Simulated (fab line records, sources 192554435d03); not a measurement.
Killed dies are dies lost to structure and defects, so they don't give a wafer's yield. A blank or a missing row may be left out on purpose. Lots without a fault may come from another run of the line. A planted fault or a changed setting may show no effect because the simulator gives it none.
fab line records | flow n5_finfet
record lots=12 wafers=36 last_day=16
route steps=1938 shown BEOL_M12@1650 TV_OPEN@1887 PASSIVATION@1906
lots that met no fault: from a run of the same line without faults
start_h: hours from the record's first day to the start of the lot's first wafer shown | wait_h: hours since the lot's step before | " the same as in the row above | L1.1+2: a row that stands for several wafers | - no value, or no start given | * or withheld: withheld | < > ~ a bound
route shown NAME@n: a module of which the file shows steps, and the number in the route of the first | usual: mean/standard deviation of fault-free wafers | same: alike in all rows | chamber/n: place in a boat | sites: the reading at each site | _std_site: their standard deviation | _edge_site: outer sites' mean less inner sites' | radius_mm: how far each site lies from the wafer's centre | mask NAME#n: copy n | behind: the tool/chamber that last shaped the wafer | hold: why the lot was held/for how many hours/how that ended | device: the transistor (n, p or np) that didn't switch | end of line: the same wafers' tests at the end of the route | a step without rows: its recipe alone | killed: dies lost to structure and defects at the first sort, not the wafer's yield | map: a wafer's dies, x killed, . not, _ none there
set.NAME: the setting as run; set.NAME@STEP: as run at that earlier step | model.NAME: the simulator's own value behind a step, which no gauge read
steps of the route over a sample of lots; a table a step, a row a wafer
services: from which hour (start_h, from the record's first day; less than 0 if before it) a tool's chamber was out of use, for how many hours, and why
## steps
# step N5_BEOL_M12_SPUTTER_45
# recipe material=Cu target_thk_a=800 temp_c=-20 bias_v=60 power_w=26000 chamber_pressure_pa=0.13 time_s=13.33
# usual chamber_pressure_pa=0.13003/0.00025 throttle_valve_pct=30.3/1.1
# columns lot.wafer tool chamber start_h wait_h chamber_pressure_pa throttle_valve_pct
L950.1 pvd_sputter-01 - 238.07 0.0 0.12993 30.3
L950.2 " - " " 0.13013 31.0
L950.4 " - " " 0.12951 33.1
L951.1 pvd_sputter-02 - 249.66 0.0 0.13021 29.4
L951.2 " - " " 0.13007 29.9
L951.4 " - " " 0.12983 28.9
L952.1 pvd_sputter-01 - 254.45 0.0 0.12984 33.2
L952.4 " - " " 0.12998 30.6
L952.6 " - " " 0.13014 30.7
L953.1 pvd_sputter-03 - 259.09 0.0 0.1303 29.5
L953.3 " - " " 0.13007 30.0
L953.5 " - " " 0.12981 29.1
L954.3 pvd_sputter-02 - 269.37 0.0 0.13002 29.8
L954.4 " - " " 0.13028 30.5
L954.6 " - " " 0.12975 30.1
L955.1 pvd_sputter-03 - 278.05 0.0 0.12991 29.6
L955.2 " - " " 0.13044 30.1
L955.6 " - " " 0.13016 29.4
L958.2 pvd_sputter-03 - 286.23 0.0 0.13022 29.8
L958.5 " - " " 0.13022 29.3
L958.6 " - " " 0.12983 30.2
L963.1 pvd_sputter-03 - 328.87 0.0 0.13011 29.9
L963.4 " - " " 0.1306 30.3
L963.5 " - " " 0.13074 29.1
L962.1 pvd_sputter-02 - 329.32 0.0 0.1293 30.1
L962.3 " - " " 0.12996 29.2
L962.4 " - " " 0.1303 29.3
L964.1 pvd_sputter-01 - 331.67 0.0 0.13007 30.5
L964.2 " - " " 0.12984 33.2
L964.6 " - " " 0.12973 30.8
L966.2 pvd_sputter-02 - 335.45 0.0 0.12989 30.4
L966.4 " - " " 0.13033 29.2
L966.5 " - " " 0.13011 30.1
L967.2 pvd_sputter-01 - 344.45 0.0 0.13003 30.2
L967.4 " - " " 0.1302 33.2
L967.5 " - " " 0.12968 30.3
# step N5_PASSIVATION_PASS_ETCH_74
# recipe chemistry=CF4/O2 target=SiNx target_depth_a=2200 time_s=110 ion_energy_ev=100 pressure_mtorr=40 source_w=535 bias_w=49 Ar_flow_sccm=100 cf4_flow_sccm=100 O2_flow_sccm=10
# usual drypump_motor_current_A=5.8/0.42 oes_product_au=0.77/0.088 rf_vpp_V=241/5.9 showerhead_plenum_p_Torr=2.21/0.077 throttle_valve_pct=15.98/0.22
# columns lot.wafer tool chamber start_h wait_h drypump_motor_current_A oes_product_au rf_hours_counter_h rf_vpp_V showerhead_plenum_p_Torr throttle_valve_pct
L950.1 rie_diel-05 3 266.53 0.0 5.5 0.73 210 238 2.12 16.06
L950.2 " 1 " " 5.7 0.77 129 230 2.05 16.22
L950.4 " 3 " " 5.5 0.72 - 238 2.12 16.06
L951.1 rie_diel-01 3 271.55 0.0 5.5 0.68 235 252 2.27 16.12
L951.2 " 1 " " 5.6 0.69 211 240 2.18 16.19
L951.4 " 0 " " 5.3 0.92 26 243 2.26 15.67
L952.1 rie_diel-05 2 276.30 0.0 5.5 0.86 60 237 2.25 15.66
L952.4 " 1 " " 5.7 0.77 133 230 2.05 16.22
L952.6 " 2 " " 5.5 0.85 - 238 2.24 15.67
L953.1 rie_diel-01 1 284.57 0.0 5.6 0.69 216 239 2.18 16.19
L953.3 " 3 " " 5.5 0.68 239 251 2.27 16.14
L953.5 " 3 " " 5.5 0.68 - 251 2.27 16.13
L954.3 rie_diel-01 3 301.29 0.0 5.5 0.67 247 249 2.26 16.16
L954.4 " 1 " " 5.6 0.69 - 238 2.17 16.23
L954.6 " 0 " " 5.3 0.90 - 243 2.25 15.70
L955.1 rie_diel-01 1 305.91 0.0 5.6 0.69 225 239 2.17 16.23
L955.2 " 0 " " 5.3 0.90 40 244 2.25 15.72
L955.6 " 1 " " 5.6 0.68 - 240 2.17 16.22
L958.2 rie_diel-04 3 312.07 0.0 5.4 0.82 97 236 2.14 15.83
L958.5 " 0 " " 6.5 0.78 - 242 2.32 16.29
L958.6 " 3 " " 5.4 0.83 - 235 2.14 15.82
L964.1 rie_diel-04 0 360.55 0.0 6.5 0.77 157 242 2.31 16.33
L964.2 " 2 " " 5.6 0.72 192 241 2.19 15.77
L964.6 " 1 " " 6.5 0.69 - 239 2.17 15.97
L963.1 rie_diel-01 0 360.97 0.0 5.3 0.88 58 243 2.24 15.72
L963.4 " 3 " " 5.5 0.98 1 252 2.26 15.69
L963.5 " 2 " " 5.5 0.90 - 243 2.26 15.84
L962.1 rie_diel-04 0 361.48 0.0 6.5 0.76 157 242 2.31 16.32
L962.3 " 3 " " 5.4 0.80 114 236 2.13 15.86
L962.4 " 2 " " 5.6 0.72 193 241 2.19 15.77
L966.2 rie_diel-05 3 361.54 0.1 5.5 0.70 246 237 2.10 16.13
L966.4 " 2 " " 5.6 0.82 - 238 2.23 15.73
L966.5 " 3 " " 5.5 0.70 - 239 2.10 16.12
L967.2 rie_diel-04 1 371.66 0.0 6.5 0.68 234 237 2.17 15.98
L967.4 " 3 " " 5.4 0.81 117 236 2.13 15.86
L967.5 " 1 " " 6.5 0.68 - 236 2.17 15.99
# step N5_PASSIVATION_OVL_MEAS_63
# recipe points_per_wafer=44
# usual PAD_OVL=-2/5.6
# columns lot.wafer tool chamber start_h wait_h PAD_OVL[nm]
L950.1 overlay-02 0 268.49 0.0 3
L950.2 " 0 " " 2
L950.4 " 0 " " 9
L951.1 overlay-01 0 273.47 0.0 -7
L951.2 " 0 " " -3
L951.4 " 0 " " -5
L952.1 overlay-02 0 278.16 0.0 -2
L952.4 " 0 " " -4
L952.6 " 0 " " -8
L953.1 overlay-02 0 286.16 0.0 -3
L953.3 " 0 " " 3
L953.5 " 0 " " 7
L954.3 overlay-02 0 303.64 0.0 -7
L954.4 " 0 " " -7
L954.6 " 0 " " -8
L955.1 overlay-02 0 307.55 0.0 4
L955.2 " 0 " " 8
L955.6 " 0 " " 5
L958.2 overlay-02 0 313.80 0.1 -1
L958.5 " 0 " " 3
L958.6 " 0 " " -4
L964.1 overlay-01 0 362.04 0.0 10
L964.2 " 0 " " 0
L964.6 " 0 " " 3
L963.1 overlay-02 0 362.37 0.0 -9
L963.4 " 0 " " -4
L963.5 " 0 " " -12
L962.1 overlay-02 0 362.81 0.0 -2
L962.3 " 0 " " -3
L962.4 " 0 " " -1
L966.2 overlay-02 0 363.10 0.0 4
L966.4 " 0 " " 8
L966.5 " 0 " " -3
L967.2 overlay-01 0 373.69 0.0 3
L967.4 " 0 " " 3
L967.5 " 0 " " 2
# step N5_PASSIVATION_PROBE_49
# usual defect_limited_yield=91.0/1.4 killed_at_M0_to_M3=35/10 killed_at_M4_up=13/6 killed_at_contacts=13/6.4 killed_at_front_end=42/12 killed_at_other=3.2/2.4 killed_dies=107/17 killed_open=69/13 killed_short=33/7.3 sort_bin_4_leakage=0.00/0.022 sort_bin_5_function=5.3/0.92 sort_bin_6_memory=3.3/0.66 sort_bin_8_speed=0.00/0.035 sort_n_pass=1073/17 sort_yield_pct=90.9/1.4
# same gross_dies=1180 killed_at_back_side=0
# columns lot.wafer tool chamber start_h wait_h defect_limited_yield[%] killed_at_M0_to_M3 killed_at_M4_up killed_at_contacts killed_at_front_end killed_at_other killed_dies killed_open killed_short sort_bin_4_leakage[%] sort_bin_5_function[%] sort_bin_6_memory[%] sort_bin_8_speed[%] sort_n_pass sort_yield_pct[%]
L950.1 prober-01 - 273.75 0.0 90.7 18 16 13 58 5 110 59 42 0 4.8 3.7 0 1070 90.7
L950.2 prober-01 - 273.80 0.1 91.5 35 10 14 38 3 100 59 37 0 5.1 3.2 0 1080 91.5
L950.4 prober-01 - 273.90 0.2 91.2 36 9 20 28 11 104 54 42 0 5.3 3.1 0 1076 91.2
L951.1 prober-02 - 278.56 0.3 90.8 43 6 11 46 2 108 57 43 0 4.7 3.6 0 1072 90.8
L951.2 prober-02 - 278.61 0.3 88.4 71 7 15 41 3 137 77 56 0 6.9 4.4 0.25 1040 88.1
L951.4 prober-02 - 278.71 0.4 90.1 42 10 15 42 8 117 78 29 0 5.8 3.6 0 1063 90.1
L952.1 prober-01 - 283.23 0.0 90.9 36 26 4 36 5 107 70 34 0 5.0 3.7 0 1073 90.9
L952.4 prober-01 - 283.38 0.2 89.2 28 19 11 66 3 127 77 43 0 6.3 3.7 0 1053 89.2
L952.6 prober-01 - 283.48 0.3 91.9 33 21 4 36 1 95 67 22 0 4.9 2.8 0 1085 91.9
L953.1 prober-02 - 291.53 0.0 93.1 18 13 4 44 2 81 46 33 0 4.2 2.5 0 1099 93.1
L953.3 prober-02 - 291.63 0.1 91.4 11 11 29 47 4 102 60 34 0 4.8 3.2 0 1078 91.4
L953.5 prober-02 - 291.73 0.2 93.2 21 17 8 31 3 80 52 24 0 4.5 1.9 0 1100 93.2
L954.3 prober-02 - 309.04 0.1 90.8 38 9 12 45 5 109 68 31 0 5.6 3.5 0 1071 90.8
L954.4 prober-02 - 309.09 0.2 91.3 42 10 11 36 4 103 74 17 0.17 5.3 2.5 0 1075 91.1
L954.6 prober-02 - 309.19 0.3 90.2 51 8 7 42 8 116 73 37 0 6.4 3.1 0 1064 90.2
L955.1 prober-01 - 312.41 0.0 89.7 36 17 8 56 5 122 65 47 0 5.3 4.1 0 1058 89.7
L955.2 prober-01 - 312.46 0.1 89.8 39 24 8 48 1 120 71 42 0 5.8 3.7 0 1060 89.8
L955.6 prober-01 - 312.66 0.3 89.7 34 14 17 50 6 121 66 45 0 5.9 3.6 0 1059 89.7
L958.2 prober-02 - 319.21 0.1 90.2 37 11 17 49 2 116 74 38 0 5.6 3.6 0 1064 90.2
L958.5 prober-02 - 319.36 0.2 89.7 45 10 8 56 2 121 81 33 0 7.3 2.7 0 1059 89.7
L958.6 prober-02 - 319.41 0.3 90.3 57 7 15 32 3 114 66 40 0 6.4 3.0 0 1066 90.3
L964.1 prober-01 - 366.99 0.0 90.5 26 17 7 58 4 112 75 34 0 6.6 2.5 0 1068 90.5
L964.2 prober-01 - 367.04 0.1 90.2 21 24 13 57 1 116 78 35 0 5.8 3.9 0 1064 90.2
L964.6 prober-01 - 367.24 0.3 89.1 36 14 12 64 3 129 87 31 0 5.8 4.4 0 1051 89.1
L963.1 prober-02 - 368.96 0.0 88.7 67 22 10 33 1 133 83 44 0 6.7 4.2 0 1047 88.7
L963.4 prober-02 - 369.11 0.2 86.4 22 98 10 24 6 160 38 27 0 8.7 2.4 0 1020 86.4
L963.5 prober-02 - 369.16 0.2 92.7 35 10 13 24 4 86 46 33 0 4.7 2.3 0 1094 92.7
L962.1 prober-02 - 369.26 0.3 88.9 29 30 19 51 2 131 83 44 0 6.5 4.1 0 1049 88.9
L962.3 prober-02 - 369.36 0.4 90.9 49 26 12 18 2 107 76 29 0 5.8 3.1 0 1073 90.9
L962.4 prober-02 - 369.41 0.5 91.1 26 28 11 33 7 105 80 21 0 6.3 2.5 0 1075 91.1
L966.2 prober-01 - 369.31 0.4 91.6 46 13 7 32 1 99 63 33 0 5.6 2.5 0 1081 91.6
L966.4 prober-01 - 369.41 0.5 89.9 44 19 6 49 1 119 71 39 0 5.9 3.4 0 1061 89.9
L966.5 prober-01 - 369.46 0.5 92.5 27 11 7 42 1 88 43 39 0 4.7 2.4 0 1092 92.5
L967.2 prober-02 - 378.96 0.1 91.9 26 11 9 46 3 95 65 23 0 4.6 2.6 0 1085 91.9
L967.4 prober-02 - 379.06 0.2 92.2 24 6 23 37 2 92 56 34 0 4.5 2.9 0 1088 92.2
L967.5 prober-02 - 379.11 0.2 90.7 26 19 9 54 2 110 68 39 0 5.8 3.3 0 1070 90.7
# killed by level:class
L950.1 FIN_SAQP:geometric_particle:short=17 FIN_SAQP:geometric_particle:open=15 MOL_CONTACT_COAG:geometric_particle:open=9 BEOL_M4:geometric_particle:open=7 STI_FIN_REVEAL:geometric_particle:open=6 BEOL_M0_SAQP:geometric_particle:open=5 BEOL_M0_SAQP:geometric_particle:short=5 HKMG_FIN:area_etch=4
L950.2 BEOL_M0_SAQP:geometric_particle:open=12 MOL_CONTACT_COAG:geometric_particle:open=11 FIN_SAQP:geometric_particle:short=10 BEOL_M0_SAQP:geometric_particle:short=9 BEOL_M3:geometric_particle:open=7 FIN_SAQP:geometric_particle:open=5 STI_FIN_REVEAL:geometric_particle:open=4 STI_FIN_REVEAL:geometric_particle:short=3
L950.4 MOL_CONTACT_COAG:geometric_particle:open=14 BEOL_M0_SAQP:geometric_particle:short=13 BEOL_M3:geometric_particle:open=7 FIN_SAQP:geometric_particle:short=6 BEOL_M0_SAQP:geometric_particle:open=6 GATE_CUT:geometric_particle:short=5 PASS1_CAP:geometric_particle:short=5 FIN_SAQP:geometric_particle:open=3
L951.1 FIN_SAQP:geometric_particle:short=11 BEOL_M0_SAQP:geometric_particle:open=11 BEOL_M0_SAQP:geometric_particle:short=10 MOL_CONTACT_COAG:geometric_particle:open=8 HKMG_FIN:area_etch=6 BEOL_M1:geometric_particle:open=5 FIN_SAQP:geometric_particle:open=4 GATE_CUT:geometric_particle:open=4
L951.2 BEOL_M3:geometric_particle:open=17 BEOL_M0_SAQP:geometric_particle:short=16 BEOL_M1:geometric_particle:open=12 MOL_CONTACT_COAG:geometric_particle:open=11 GATE_CUT:geometric_particle:short=8 BEOL_M0_SAQP:geometric_particle:open=8 BEOL_M3:geometric_particle:short=6 BEOL_M2:geometric_particle:open=6
L951.4 BEOL_M0_SAQP:geometric_particle:open=15 MOL_CONTACT_COAG:geometric_particle:open=11 STI_FIN_REVEAL:geometric_particle:open=6 GATE_CUT:geometric_particle:open=6 BEOL_M3:geometric_particle:open=6 BEOL_M2:geometric_particle:short=5 HKMG_FIN:area_etch=5 FIN_SAQP:geometric_particle:open=4
L952.1 BEOL_M3:geometric_particle:open=11 BEOL_M0_SAQP:geometric_particle:short=10 FIN_SAQP:geometric_particle:open=9 BEOL_M4:geometric_particle:open=8 STI_FIN_REVEAL:geometric_particle:open=6 FIN_SAQP:geometric_particle:short=5 BEOL_M5:geometric_particle:open=5 MOL_CONTACT_COAG:geometric_particle:open=4
L952.4 FIN_SAQP:geometric_particle:open=12 MOL_CONTACT_COAG:geometric_particle:open=11 STI_FIN_REVEAL:geometric_particle:open=10 BEOL_M3:geometric_particle:open=10 BEOL_M4:geometric_particle:open=9 GATE_CUT:geometric_particle:short=8 FIN_SAQP:geometric_particle:short=7 BEOL_M0_SAQP:geometric_particle:short=6
L952.6 STI_FIN_REVEAL:geometric_particle:open=11 BEOL_M2:geometric_particle:open=11 BEOL_M4:geometric_particle:open=9 BEOL_M1:geometric_particle:open=6 GATE_CUT:geometric_particle:short=5 FIN_SAQP:geometric_particle:open=4 MOL_CONTACT_COAG:geometric_particle:open=4 BEOL_M2:geometric_particle:short=4
L953.1 FIN_SAQP:geometric_particle:short=15 FIN_SAQP:geometric_particle:open=8 STI_FIN_REVEAL:geometric_particle:open=7 MOL_CONTACT_COAG:geometric_particle:open=4 BEOL_M4:geometric_particle:open=4 BEOL_M0_SAQP:geometric_particle:short=3 BEOL_M0:geometric_particle:open=3 BEOL_M1:geometric_particle:short=3
L953.3 MOL_CONTACT_COAG:geometric_particle:open=25 FIN_SAQP:geometric_particle:short=11 FIN_SAQP:geometric_particle:open=6 STI_FIN_REVEAL:geometric_particle:open=4 PASS1_CAP:geometric_particle:short=4 STARTING-WAFER:geometric_particle:short=4 ILD0:geometric_particle:open=3 GATE_CUT:geometric_particle:open=3
L953.5 MOL_CONTACT_COAG:geometric_particle:open=7 FIN_SAQP:geometric_particle:short=6 FIN_SAQP:geometric_particle:open=5 STI_FIN_REVEAL:geometric_particle:open=5 BEOL_M3:geometric_particle:open=5 BEOL_M1:geometric_particle:open=4 GATE_CUT:geometric_particle:short=4 BEOL_M2:geometric_particle:open=4
L954.3 STI_FIN_REVEAL:geometric_particle:open=16 MOL_CONTACT_COAG:geometric_particle:open=9 FIN_SAQP:geometric_particle:open=8 BEOL_M2:geometric_particle:open=8 FIN_SAQP:geometric_particle:short=6 BEOL_M1:geometric_particle:open=5 BEOL_M2:geometric_particle:short=5 GATE_CUT:geometric_particle:open=4
L954.4 STI_FIN_REVEAL:geometric_particle:open=11 MOL_CONTACT_COAG:geometric_particle:open=10 BEOL_M1:geometric_particle:open=10 BEOL_M0_SAQP:geometric_particle:open=9 HKMG_FIN:area_etch=9 FIN_SAQP:geometric_particle:open=5 BEOL_M0_SAQP:geometric_particle:short=5 BEOL_M0:geometric_particle:open=5
L954.6 BEOL_M0_SAQP:geometric_particle:open=17 FIN_SAQP:geometric_particle:open=12 BEOL_M3:geometric_particle:open=9 BEOL_M1:geometric_particle:open=9 FIN_SAQP:geometric_particle:short=7 MOL_CONTACT_COAG:geometric_particle:open=6 BEOL_M3:geometric_particle:short=6 BEOL_M0_SAQP:geometric_particle:short=5
L955.1 FIN_SAQP:geometric_particle:open=17 FIN_SAQP:geometric_particle:short=15 BEOL_M3:geometric_particle:open=13 BEOL_M0_SAQP:geometric_particle:short=9 MOL_CONTACT_COAG:geometric_particle:open=7 STARTING-WAFER:geometric_particle:short=6 BEOL_M3:geometric_particle:short=5 BEOL_M4:geometric_particle:open=5
L955.2 FIN_SAQP:geometric_particle:open=10 BEOL_M0_SAQP:geometric_particle:short=10 BEOL_M3:geometric_particle:open=9 FIN_SAQP:geometric_particle:short=8 BEOL_M4:geometric_particle:open=8 BEOL_M0_SAQP:geometric_particle:open=6 BEOL_M3:geometric_particle:short=6 STI_FIN_REVEAL:geometric_particle:open=5
L955.6 FIN_SAQP:geometric_particle:open=13 BEOL_M3:geometric_particle:open=11 FIN_SAQP:geometric_particle:short=10 MOL_CONTACT_COAG:geometric_particle:open=10 STARTING-WAFER:geometric_particle:short=5 GATE_CUT:geometric_particle:short=5 MOL_CONTACT_COAG:geometric_particle:short=5 BEOL_M0_SAQP:geometric_particle:short=4
L958.2 MOL_CONTACT_COAG:geometric_particle:open=16 STI_FIN_REVEAL:geometric_particle:open=13 BEOL_M0_SAQP:geometric_particle:open=10 STI_FIN_REVEAL:geometric_particle:short=8 BEOL_M0_SAQP:geometric_particle:short=8 FIN_SAQP:geometric_particle:open=7 GATE_CUT:geometric_particle:short=5 BEOL_M3:geometric_particle:open=5
L958.5 BEOL_M0_SAQP:geometric_particle:open=11 STI_FIN_REVEAL:geometric_particle:open=11 FIN_SAQP:geometric_particle:open=10 DUMMY_GATE:geometric_particle:open=9 BEOL_M3:geometric_particle:open=9 BEOL_M2:geometric_particle:open=7 MOL_CONTACT_COAG:geometric_particle:open=6 FIN_SAQP:geometric_particle:short=5
L958.6 BEOL_M0_SAQP:geometric_particle:short=16 BEOL_M3:geometric_particle:open=16 BEOL_M0_SAQP:geometric_particle:open=10 BEOL_M2:geometric_particle:open=8 MOL_CONTACT_COAG:geometric_particle:open=7 FIN_SAQP:geometric_particle:open=6 STI_FIN_REVEAL:geometric_particle:open=5 FIN_SAQP:geometric_particle:short=4
L964.1 FIN_SAQP:geometric_particle:open=21 FIN_SAQP:geometric_particle:short=10 STI_FIN_REVEAL:geometric_particle:open=8 GATE_CUT:geometric_particle:short=7 BEOL_M4:geometric_particle:open=7 BEOL_M0_SAQP:geometric_particle:open=6 BEOL_M0_SAQP:geometric_particle:short=6 MOL_CONTACT_COAG:geometric_particle:open=5
L964.2 BEOL_M4:geometric_particle:open=17 FIN_SAQP:geometric_particle:short=14 FIN_SAQP:geometric_particle:open=11 MOL_CONTACT_COAG:geometric_particle:open=10 STI_FIN_REVEAL:geometric_particle:open=10 GATE_CUT:geometric_particle:short=7 BEOL_M0_SAQP:geometric_particle:open=6 BEOL_M0_SAQP:geometric_particle:short=5
L964.6 FIN_SAQP:geometric_particle:open=29 MOL_CONTACT_COAG:geometric_particle:open=11 BEOL_M0_SAQP:geometric_particle:short=10 BEOL_M4:geometric_particle:open=9 STI_FIN_REVEAL:geometric_particle:open=8 FIN_SAQP:geometric_particle:short=7 BEOL_M0_SAQP:geometric_particle:open=6 BEOL_M3:geometric_particle:open=6
L963.1 BEOL_M0_SAQP:geometric_particle:open=18 BEOL_M0_SAQP:geometric_particle:short=17 BEOL_M3:geometric_particle:open=11 BEOL_M4:geometric_particle:open=10 FIN_SAQP:geometric_particle:short=9 DUMMY_GATE:geometric_particle:open=8 MOL_CONTACT_COAG:geometric_particle:open=8 BEOL_M1:geometric_particle:open=7
L963.4 BEOL_M12:unspecified=93 BEOL_M0_SAQP:geometric_particle:short=8 FIN_SAQP:geometric_particle:open=6 MOL_CONTACT_COAG:geometric_particle:open=6 FIN_SAQP:geometric_particle:short=5 BEOL_M1:geometric_particle:open=5 MIM_TOP_ETCH:geometric_particle:open=4 BEOL_M0_SAQP:geometric_particle:open=3
L963.5 MOL_CONTACT_COAG:geometric_particle:open=10 BEOL_M0_SAQP:geometric_particle:short=9 BEOL_M0_SAQP:geometric_particle:open=9 FIN_SAQP:geometric_particle:short=6 BEOL_M1:geometric_particle:open=5 BEOL_M3:geometric_particle:open=4 DUMMY_GATE:geometric_particle:open=3 MOL_CONTACT_COAG:geometric_particle:short=3
L962.1 STI_FIN_REVEAL:geometric_particle:open=14 MOL_CONTACT_COAG:geometric_particle:open=14 BEOL_M4:geometric_particle:open=13 FIN_SAQP:geometric_particle:short=9 STI_FIN_REVEAL:geometric_particle:short=8 FIN_SAQP:geometric_particle:open=8 BEOL_M3:geometric_particle:open=7 BEOL_M2:geometric_particle:open=6
L966.2 BEOL_M2:geometric_particle:open=12 BEOL_M3:geometric_particle:open=11 FIN_SAQP:geometric_particle:open=8 GATE_CUT:geometric_particle:short=6 BEOL_M0_SAQP:geometric_particle:short=6 GATE_CUT:geometric_particle:open=5 BEOL_M0_SAQP:geometric_particle:open=5 BEOL_M1:geometric_particle:open=5
L962.3 BEOL_M0_SAQP:geometric_particle:open=12 MOL_CONTACT_COAG:geometric_particle:open=11 BEOL_M3:geometric_particle:open=11 BEOL_M4:geometric_particle:open=9 BEOL_M0_SAQP:geometric_particle:short=8 BEOL_M2:geometric_particle:open=7 BEOL_M5:geometric_particle:open=7 BEOL_M1:geometric_particle:open=6
L962.4 STI_FIN_REVEAL:geometric_particle:open=13 BEOL_M4:geometric_particle:open=13 BEOL_M3:geometric_particle:open=8 MOL_CONTACT_COAG:geometric_particle:open=7 BEOL_M2:geometric_particle:open=7 BEOL_M1:geometric_particle:open=5 GATE_CUT:geometric_particle:open=5 BEOL_M7:geometric_particle:open=4
L966.4 BEOL_M0_SAQP:geometric_particle:open=14 STI_FIN_REVEAL:geometric_particle:open=9 BEOL_M0_SAQP:geometric_particle:short=8 FIN_SAQP:geometric_particle:open=7 BEOL_M3:geometric_particle:open=7 FIN_SAQP:geometric_particle:short=5 ILD0:geometric_particle:open=5 BEOL_M2:geometric_particle:short=5
L966.5 BEOL_M0_SAQP:geometric_particle:open=10 ILD0:geometric_particle:short=8 BEOL_M0_SAQP:geometric_particle:short=7 FIN_SAQP:geometric_particle:short=6 FIN_SAQP:geometric_particle:open=5 GATE_CUT:geometric_particle:open=5 GATE_CUT:geometric_particle:short=5 MOL_CONTACT_COAG:geometric_particle:open=5
L967.2 STI_FIN_REVEAL:geometric_particle:open=18 DUMMY_GATE:geometric_particle:open=8 BEOL_M0_SAQP:geometric_particle:short=7 MOL_CONTACT_COAG:geometric_particle:open=7 HKMG_FIN:area_etch=7 BEOL_M4:geometric_particle:open=5 BEOL_M1:geometric_particle:open=4 BEOL_M2:geometric_particle:open=4
L967.4 MOL_CONTACT_COAG:geometric_particle:open=19 GATE_CUT:geometric_particle:short=13 BEOL_M3:geometric_particle:open=10 STI_FIN_REVEAL:geometric_particle:open=6 MOL_CONTACT_COAG:geometric_particle:short=4 BEOL_M1:geometric_particle:short=4 FIN_SAQP:geometric_particle:short=3 FIN_SAQP:geometric_particle:open=3
L967.5 STI_FIN_REVEAL:geometric_particle:open=21 FIN_SAQP:geometric_particle:short=7 BEOL_M4:geometric_particle:open=6 STI_FIN_REVEAL:geometric_particle:short=5 BEOL_M0_SAQP:geometric_particle:short=5 BEOL_M3:geometric_particle:open=5 BEOL_M5:geometric_particle:open=5 FIN_CUT:geometric_particle:open=4
## services
# columns tool chamber start_h hours kind
rie_diel-04 - 219.11 0.4 repair
rie_diel-05 2 262.35 13.6 repair
rie_diel-01 2 275.85 - clean
rie_diel-01 2 275.85 - consumable_replace:focus_ring
rie_diel-01 2 275.85 30.9 scheduled_down
rie_diel-01 2 275.85 30.9 vent_cycle
rie_diel-05 - 292.60 0.7 repair
rie_diel-05 0 312.77 - clean
rie_diel-05 0 312.77 - consumable_replace:focus_ring
rie_diel-05 0 312.77 - consumable_replace:showerhead
rie_diel-05 0 312.77 11.7 scheduled_down
rie_diel-05 0 312.77 11.7 vent_cycle
rie_diel-05 1 328.40 64.7 repair
rie_diel-01 3 333.67 1.7 repair
rie_diel-01 3 335.40 - clean
rie_diel-01 3 335.40 - consumable_replace:focus_ring
rie_diel-01 3 335.40 22.5 scheduled_down
rie_diel-01 3 335.40 22.5 vent_cycle
rie_diel-01 - 342.24 0.3 repair
rie_diel-05 0 348.81 15.9 repair
rie_diel-01 - 354.16 0.9 repair
## key
first_sign step=N5_PASSIVATION_PROBE_49 reading=killed_at_M4_up direction=up sigmas=14 usual=13 struck=98
effect step=N5_PASSIVATION_PROBE_49 reading=killed_dies direction=up sigmas=3.2 usual=107 struck=160
more_kills_born_at N5_BEOL_M12_SPUTTER_45@pvd_sputter-03=93
met_at N5_BEOL_M12_SPUTTER_45
struck_lots L963
struck_wafers L963.4
not_acting_at N5_PASSIVATION_PASS_ETCH_74,N5_PASSIVATION_OVL_MEAS_63
onset_between 278.05 328.87
fault kind=chamber_particle_source tool=pvd_sputter-03 chamber=- onset_h=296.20 steps=N5_BEOL_M12_SPUTTER_45 rate_per_visit_cm2=1.7662 end_h=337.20 scope=struck_wafers_only
